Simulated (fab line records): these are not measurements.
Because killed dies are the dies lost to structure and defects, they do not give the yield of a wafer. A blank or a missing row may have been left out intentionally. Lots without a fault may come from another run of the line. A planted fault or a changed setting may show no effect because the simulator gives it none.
2 desks looking at one fault || flow n5_finfet || every desk sees just its own numbers, and what lay behind them comes last

## THE TOOL OWNER'S DESK: laser_anneal-01
At N5_SD_ACTIVATION_LSA_01 (time 0.0008 s), the tool's own readings, given per lot that ran on this tool as the mean of the sampled wafers with a number. The brackets show how far a lot's mean lies from the usual mean; more than 4 standard deviations puts the lot out of limits, marked OUT.
Columns: A = wafer_temp_C_max at N5_SD_ACTIVATION_LSA_01, usual 1084.0
{"lot": "L666", "first seen here": "day 3 09:34", "A": 1084.1}
{"lot": "L668", "first seen here": "day 3 22:46", "A": 1083.0}
{"lot": "L672", "first seen here": "day 5 02:42", "A": "1054.4 (-36) OUT"}
{"lot": "L674", "first seen here": "day 5 12:38", "A": "1054.9 (-35) OUT"}
{"lot": "L676", "first seen here": "day 5 22:33", "A": "1054.6 (-35) OUT"}
{"lot": "L686", "first seen here": "day 8 12:21", "A": 1084.7}
{"lot": "L688", "first seen here": "day 8 21:21", "A": 1084.6}
This desk finds L672, L674, L676 out of limits, L672 being first, at day 5 02:42 (wafer_temp_C_max at N5_SD_ACTIVATION_LSA_01). L666, L668, L686, L688: within limits.

## FROM THE METROLOGY DESK
What the gauges read, lot by lot, whatever tool the lot ran on: means of the sampled wafers that have a number. The brackets show how far a lot's mean lies from the usual mean; more than 4 standard deviations puts the lot out of limits, marked OUT. It has 16 readings, of which 7 appear: the earliest out of limits, and the ones furthest out on some lot.
Columns: A = RS_SD_N at N5_SD_ACTIVATION_RS_MEAS_03, usual 21.95 ohm/sq; B = RS_SD_P at N5_SD_ACTIVATION_RS_MEAS_03, usual 56.1 ohm/sq; C = IOFF_N at N5_BEOL_M4_RC_MEAS_101, usual 0.17 nA/um; D = RC_DENSE_N at N5_BEOL_M4_RC_MEAS_101, usual 19.1 ohm.um; E = RC_N at N5_BEOL_M4_RC_MEAS_101, usual 15.6 ohm.um; F = REXT_N at N5_BEOL_M4_RC_MEAS_101, usual 74.9 ohm.um; G = RS_SD_N at N5_BEOL_M4_RC_MEAS_101, usual 28.5 ohm/sq
{"lot": "L666", "first seen here": "day 3 09:44", "A": 22.26, "B": 56.3, "C": 0.25, "D": 19.2, "E": 15.6, "F": 72.9, "G": 28.8}
{"lot": "L668", "first seen here": "day 3 22:59", "A": 21.84, "B": 56.7, "C": 0.17, "D": 18.8, "E": 15.4, "F": 73.6, "G": 28.4}
{"lot": "L672", "first seen here": "day 5 02:54", "A": "25.47 (+13) OUT", "B": 57.0, "C": 0.19, "D": "21.6 (+5.8) OUT", "E": "17.5 (+5.5) OUT", "F": 81.6, "G": "32.3 (+9.5) OUT"}
{"lot": "L674", "first seen here": "day 5 12:50", "A": "25.04 (+11) OUT", "B": 56.5, "C": 0.19, "D": "22.0 (+6.6) OUT", "E": "18.0 (+6.8) OUT", "F": 80.8, "G": "31.8 (+8.3) OUT"}
{"lot": "L675", "first seen here": "day 5 15:10", "A": 22.19, "B": 55.6, "C": 0.21, "D": 19.2, "E": 15.6, "F": 77.8, "G": 29.0}
{"lot": "L676", "first seen here": "day 5 22:44", "A": "25.33 (+12) OUT", "B": 56.3, "C": 0.12, "D": "21.7 (+5.9) OUT", "E": "17.5 (+5.5) OUT", "F": 78.5, "G": "32.4 (+9.7) OUT"}
{"lot": "L683", "first seen here": "day 7 17:13", "A": 21.83, "B": 55.7, "C": 0.13, "D": 18.8, "E": 15.3, "F": 73.4, "G": 28.2}
{"lot": "L686", "first seen here": "day 8 12:32", "A": 21.73, "B": 56.6, "C": 0.18, "D": 18.8, "E": 15.4, "F": 73.6, "G": 27.8}
{"lot": "L688", "first seen here": "day 8 21:33", "A": 21.91, "B": 57.5, "C": 0.19, "D": 19.0, "E": 15.4, "F": 74.8, "G": 28.3}
This desk's result: L672, L674, L676 out of limits, first on L672 (RS_SD_N at N5_SD_ACTIVATION_RS_MEAS_03), day 5 02:54. L666, L668, L675, L683, L686, L688: within limits.

## BROUGHT TOGETHER
On L672, L674, L676, at day 5 02:42, an alarm was possible from the tool owner's desk.
L672, L674, L676 would have let the metrology desk raise an alarm at day 5 02:54.
All the named lots went through N5_SD_ACTIVATION_LSA_01 on laser_anneal-01.

## WHAT THE SIMULATOR HAD INSERTED
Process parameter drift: laser_anneal-01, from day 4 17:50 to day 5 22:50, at N5_SD_ACTIVATION_LSA_01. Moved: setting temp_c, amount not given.
Lots struck among those shown: L672, L674, L676.
Time in hours from fault onset to the first out-of-limits reading at each desk: tool owner's desk 9, metrology desk 9.
